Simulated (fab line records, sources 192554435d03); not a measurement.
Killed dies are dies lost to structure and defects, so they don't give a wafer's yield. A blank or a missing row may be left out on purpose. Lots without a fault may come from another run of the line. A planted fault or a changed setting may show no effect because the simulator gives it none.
Chamber matching | flow n5_finfet | N5_DUMMY_GATE_ETCH_23 on rie_si-04: 4 sister chambers
The step etches poly-Si in HBr/Cl2/O2, target depth 41 nm, time 22.3 s. 16 wafers are shown with their chamber, then 8 later ones without.

WAFERS WITH THEIR CHAMBER
wafer  | chamber | drypump_motor_current_A (A) | oes_product_au (a.u.)
L075.3 | 2       | 5.1                         | 0.998
L075.4 | 3       | 5.6                         | 0.978
L075.6 | 1       | 5.9                         | 0.972
L082.1 | 1       | 5.9                         | 0.981
L082.4 | 3       | 5.6                         | 0.987
L082.5 | 2       | 5.1                         | 1.006
L083.1 | 0       | 5.9                         | 1.000
L083.2 | 3       | 5.6                         | 0.994
L083.3 | 1       | 5.9                         | 0.970
L085.1 | 0       | 6.0                         | 1.012
L085.3 | 1       | 5.9                         | 0.980
L085.6 | 2       | 5.1                         | 0.996
L087.1 | 0       | 5.9                         | 1.004
L087.2 | 1       | 5.9                         | 0.980
L087.5 | 2       | 5.1                         | 1.002
L088.3 | 0       | 5.9                         | 1.023

SIGNATURES (means of the wafers above)
reading                 | chamber 0 | chamber 1 | chamber 2 | chamber 3 | scatter within a chamber
drypump_motor_current_A | 5.925     | 5.900     | 5.100     | 5.600     | 0.025
oes_product_au          | 1.00975   | 0.97660   | 1.00050   | 0.98633   | 0.00709
Rule: a wafer's distance from a chamber is the root of the sum, over the readings, of the square of ((its reading less the chamber's mean) divided by the reading's scatter). The wafer belongs to the nearest chamber; if the next one is less than 2 further off, it can't be placed. The scatter: the root of (the sum of the squares of (reading less its chamber's mean) over the shown wafers, divided by (wafers less chambers)).

WAFERS WITHOUT THEIR CHAMBER
wafer  | drypump_motor_current_A (A) | oes_product_au (a.u.)
L088.4 | 5.6                         | 0.996
L088.5 | 5.9                         | 0.988
L093.3 | 5.9                         | 0.965
L093.4 | 5.6                         | 0.965
L093.6 | 5.9                         | 1.006
L095.1 | 5.9                         | 0.993
L095.4 | 5.9                         | 1.015
L095.6 | 5.1                         | 1.015

WHICH CHAMBER EACH WENT THROUGH
wafer  | from the rows above     | in truth
L088.4 | 3                       | 3
L088.5 | can't be placed: 1 or 0 | 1
L093.3 | 1                       | 1
L093.4 | 3                       | 3
L093.6 | 0                       | 0
L095.1 | can't be placed: 1 or 0 | 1
L095.4 | 0                       | 0
L095.6 | 2                       | 2
Placed correctly: 6 of 8. Can't be placed from these rows: 2 (the true chamber is among the candidates in 2). Placed wrongly: 0.
